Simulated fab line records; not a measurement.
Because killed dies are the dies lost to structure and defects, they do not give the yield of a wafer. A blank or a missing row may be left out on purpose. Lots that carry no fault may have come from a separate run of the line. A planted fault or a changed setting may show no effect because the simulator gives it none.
Chamber matching + flow n5 finfet + 3 sister chambers for N5_BEOL_M3_CO_CAP_55 on cvd co-01
The step material Co, precursor CCTBA/H2, target thk 2 nm, time 102.1 s. 6 wafers are shown with their chamber, then 12 later ones without.

## WAFERS PAIRED WITH THEIR CHAMBERS
| wafer  | chamber | heater power w (W) |
|--------|---------|--------------------|
| L087.2 | 0       | 221                |
| L086.2 | 2       | 247                |
| L086.5 | 2       | 243                |
| L090.2 | 1       | 235                |
| L090.4 | 1       | 230                |
| L090.6 | 0       | 229                |

## WAFERS WHOSE CHAMBER IS MISSING
| wafer  | heater power w (W) |
|--------|--------------------|
| L092.1 | 232                |
| L092.2 | 228                |
| L092.4 | 249                |
| L093.2 | 235                |
| L093.4 | 241                |
| L093.6 | 231                |
| L094.1 | 230                |
| L094.3 | 243                |
| L094.4 | 237                |
| L095.2 | 253                |
| L095.5 | 231                |
| L095.6 | 248                |

## WHICH CHAMBER EACH WENT THROUGH
| wafer  | from the rows above          | in truth |
|--------|------------------------------|----------|
| L092.1 | can't be placed: 1 or 0      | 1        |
| L092.2 | can't be placed: 0 or 1      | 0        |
| L092.4 | 2                            | 2        |
| L093.2 | can't be placed: 1 or 0 or 2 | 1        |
| L093.4 | can't be placed: 2 or 1      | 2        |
| L093.6 | can't be placed: 1 or 0      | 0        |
| L094.1 | can't be placed: 1 or 0      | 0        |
| L094.3 | 2                            | 2        |
| L094.4 | can't be placed: 1 or 2 or 0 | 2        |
| L095.2 | 2                            | 2        |
| L095.5 | can't be placed: 1 or 0      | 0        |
| L095.6 | 2                            | 2        |
Placed correctly: 4 of 12. Unplaceable from these rows: 8, with the true chamber sitting among the candidates in 8. Number placed wrongly: 0.
How it was worked out, from the rows above alone: a wafer's distance from a chamber is the root of the sum, over the readings, of the square of ((its reading less the chamber's mean) divided by the reading's scatter). If the next closest chamber is less than 2 further off than the closest, the wafer can't be placed; otherwise it belongs to the closest. A chamber's mean is the mean of its shown wafers. The scatter: the root of (the sum of the squares of (reading less its chamber's mean) over the shown wafers, divided by (wafers less chambers)).
